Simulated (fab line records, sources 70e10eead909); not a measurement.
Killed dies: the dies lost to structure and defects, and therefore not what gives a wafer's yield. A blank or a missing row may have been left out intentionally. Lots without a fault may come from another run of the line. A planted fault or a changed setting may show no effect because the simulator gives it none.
Which tool was responsible? | flow nand_harc | Sampling: 13 lots, 39 wafers, 5 of 1302 route steps

== WHAT THE GAUGES READ, wafer by wafer ==
NHARC_P_ZERO_WELL_CD_MEAS_24 targets a cd of 720 nm. Usual: 720.0 nm for cd_nm, sd 1.3.
lot  | measured     | on        | cd_nm (nm)        | flag
L880 | day 1 22:44  | cd_sem-02 | 719.2 722.4 720.5 |
L881 | day 2 08:52  | cd_sem-03 | 718.6 718.0 719.9 |
L882 | day 2 18:28  | cd_sem-02 | 718.7 720.9 720.7 |
L883 | day 3 04:28  | cd_sem-01 | 720.0 720.9 720.3 |
L886 | day 4 10:28  | cd_sem-01 | 720.6 720.8 721.5 |
L888 | day 5 06:26  | cd_sem-01 | 718.6 719.8 719.4 |
L890 | day 6 02:35  | cd_sem-02 | 710.8 710.8 711.0 | OFF
L894 | day 7 18:54  | cd_sem-02 | 718.4 720.1 719.6 |
L899 | day 9 20:36  | cd_sem-01 | 720.6 719.8 719.5 |
L900 | day 10 06:32 | cd_sem-03 | 719.6 718.9 719.9 |
L901 | day 10 16:58 | cd_sem-01 | 721.2 718.7 719.3 |
L902 | day 11 02:36 | cd_sem-02 | 717.2 718.7 719.6 |
L903 | day 11 12:27 | cd_sem-01 | 719.7 720.9 718.8 |

NHARC_P_STI_INSPECT_11. Usual: 5.5 for raw_defect_count, sd 2.8.
lot  | measured     | on                | raw_defect_count | flag
L880 | day 2 19:59  | defect_inspect-02 | 5 7 7            |
L881 | day 3 07:22  | defect_inspect-01 | 4 6 5            |
L882 | day 3 15:22  | defect_inspect-02 | 4 5 5            |
L883 | day 4 04:16  | defect_inspect-01 | 5 4 4            |
L886 | day 5 08:32  | defect_inspect-02 | 6 6 6            |
L888 | day 6 02:13  | defect_inspect-02 | 7 3 4            |
L890 | day 7 00:02  | defect_inspect-02 | 10 7 2           |
L894 | day 8 14:34  | defect_inspect-01 | 3 2 3            |
L899 | day 10 22:56 | defect_inspect-02 | 2 7 2            |
L900 | day 11 03:09 | defect_inspect-02 | 3 5 4            |
L901 | day 11 13:04 | defect_inspect-02 | 12 10 8          |
L902 | day 11 22:12 | defect_inspect-02 | 0 7 2            |
L903 | day 12 08:40 | defect_inspect-01 | 5 3 4            |

NHARC_P_STI_INSPECT_25. Usual: 215 for raw_defect_count, sd 75.
lot  | measured     | on                | raw_defect_count | flag
L880 | day 3 23:10  | defect_inspect-02 | 179 233 253      |
L881 | day 4 11:52  | defect_inspect-02 | 208 230 167      |
L882 | day 4 19:57  | defect_inspect-02 | 222 225 189      |
L883 | day 5 08:20  | defect_inspect-02 | 216 158 287      |
L886 | day 6 10:09  | defect_inspect-02 | 139 176 116      |
L888 | day 7 08:42  | defect_inspect-01 | 148 337 218      |
L890 | day 8 00:19  | defect_inspect-02 | 285 166 285      |
L894 | day 10 04:23 | defect_inspect-01 | 198 186 180      |
L899 | day 12 05:06 | defect_inspect-02 | 269 293 265      |
L900 | day 12 05:05 | defect_inspect-01 | 183 125 134      |
L901 | day 12 21:13 | defect_inspect-02 | 228 210 199      |
L902 | day 13 04:37 | defect_inspect-02 | 218 392 198      |
L903 | day 13 12:24 | defect_inspect-02 | 343 445 258      |

== WHICH TOOL RAN EACH LOT (tool, then ch and the chambers of the sampled wafers, then the start) ==
lot  | NHARC_P_ZERO_WELL_ETCH_65          | NHARC_P_ZERO_WELL_EXPOSE_21
L880 | rie_diel-04 ch 0,2,3, day 1 21:38  | krf_scanner-01 ch 0, day 1 22:35
L881 | rie_diel-08 ch 2,3, day 2 07:46    | krf_scanner-03 ch 0, day 2 08:43
L882 | rie_diel-08 ch 0,2,3, day 2 17:29  | krf_scanner-03 ch 0, day 2 18:19
L883 | rie_diel-07 ch 0,1,2, day 3 03:22  | krf_scanner-01 ch 0, day 3 04:19
L886 | rie_diel-07 ch 0,1,2, day 4 09:29  | krf_scanner-01 ch 0, day 4 10:19
L888 | rie_diel-04 ch 0,1, day 5 05:25    | krf_scanner-01 ch 0, day 5 06:16
L890 | rie_diel-04 ch 0,1,2, day 6 01:30  | krf_scanner-03 ch 0, day 6 02:26
L894 | rie_diel-08 ch 0,1, day 7 17:48    | krf_scanner-03 ch 0, day 7 18:44
L899 | rie_diel-08 ch 0,2,3, day 9 19:22  | krf_scanner-03 ch 0, day 9 20:27
L900 | rie_diel-07 ch 0,1,2, day 10 05:33 | krf_scanner-03 ch 0, day 10 06:22
L901 | rie_diel-04 ch 1,3, day 10 15:50   | krf_scanner-01 ch 0, day 10 16:48
L902 | rie_diel-07 ch 0,3, day 11 01:29   | krf_scanner-03 ch 0, day 11 02:26
L903 | rie_diel-04 ch 2,3, day 11 11:28   | krf_scanner-03 ch 0, day 11 12:17
- NHARC_P_ZERO_WELL_ETCH_65: etches the open film in N2/H2, target depth 80 nm, overetch 24 nm, time 87.88 s.
- NHARC_P_ZERO_WELL_EXPOSE_21: exposes mask P NWELL, target cd 720 nm.

== WHAT THE TOOLS THEMSELVES READ (means of the sampled wafers that have a number; where no wafer has one, the mark that the record gives instead) ==
NHARC_P_ZERO_WELL_ETCH_65. Usual: drypump_motor_current_A 5.6 A, standard deviation 0.34; oes_product_au 1.001 a.u., standard deviation 0.0075; rf_vpp_V 431.4 V, standard deviation 2.6; showerhead_plenum_p_Torr 2.07 Torr, standard deviation 0.088; throttle_valve_pct 14.170 %, standard deviation 0.0092.
lot  | tool        | drypump_motor_current_A (A) | oes_product_au (a.u.) | rf_vpp_V (V) | showerhead_plenum_p_Torr (Torr) | throttle_valve_pct (%) | flag
L880 | rie_diel-04 | 5.6                         | 0.991                 | 433.4        | 2.15                            | 14.176                 |
L881 | rie_diel-08 | 5.6                         | 0.996                 | 430.8        | 2.02                            | 14.166                 |
L882 | rie_diel-08 | 5.5                         | 1.005                 | 430.8        | 2.08                            | 14.174                 |
L883 | rie_diel-07 | 5.6                         | 1.001                 | 432.3        | 2.09                            | 14.169                 |
L886 | rie_diel-07 | 5.6                         | 1.011                 | 431.6        | 2.09                            | 14.167                 |
L888 | rie_diel-04 | 5.5                         | 0.997                 | 430.2        | 2.04                            | 14.177                 |
L890 | rie_diel-04 | 5.5                         | 1.004                 | 432.1        | 2.08                            | 14.172                 |
L894 | rie_diel-08 | 5.5                         | 1.000                 | 432.5        | 2.10                            | 14.162                 |
L899 | rie_diel-08 | 5.5                         | 0.992                 | 431.0        | 2.06                            | 14.171                 |
L900 | rie_diel-07 | 5.6                         | 1.003                 | 431.6        | 2.07                            | 14.169                 |
L901 | rie_diel-04 | 5.1                         | 1.006                 | 430.7        | 2.06                            | 14.169                 |
L902 | rie_diel-07 | 5.9                         | 1.003                 | 432.8        | 2.13                            | 14.173                 |
L903 | rie_diel-04 | 5.4                         | 1.002                 | 434.0        | 2.15                            | 14.173                 |

== THE ANSWER, worked out from the rows above alone ==
Rule: a lot is off if the mean of its wafers that have a number lies more than 3 standard deviations from the usual mean. A lot without any number at a reading at which 4 lots or more have one is off too. All remaining lots with rows at the step are treated as sound. After the gauges, taken in route order, come the tools' own readings; for these a lot's mean is taken, as printed above. The first step at which some lot is off is used, and at that step the reading that is off furthest; a lot without a number counts as furthest.
Off, at NHARC_P_ZERO_WELL_CD_MEAS_24 on cd_nm: L890.
A tool fits if, at a process step before that reading, it ran every lot that is off, and no sound lot after the first of them. Those tools and the gauges at NHARC_P_ZERO_WELL_CD_MEAS_24 are tried in the same way. None of those tried fits.

== WHAT WAS PUT IN BY THE SIMULATOR ==
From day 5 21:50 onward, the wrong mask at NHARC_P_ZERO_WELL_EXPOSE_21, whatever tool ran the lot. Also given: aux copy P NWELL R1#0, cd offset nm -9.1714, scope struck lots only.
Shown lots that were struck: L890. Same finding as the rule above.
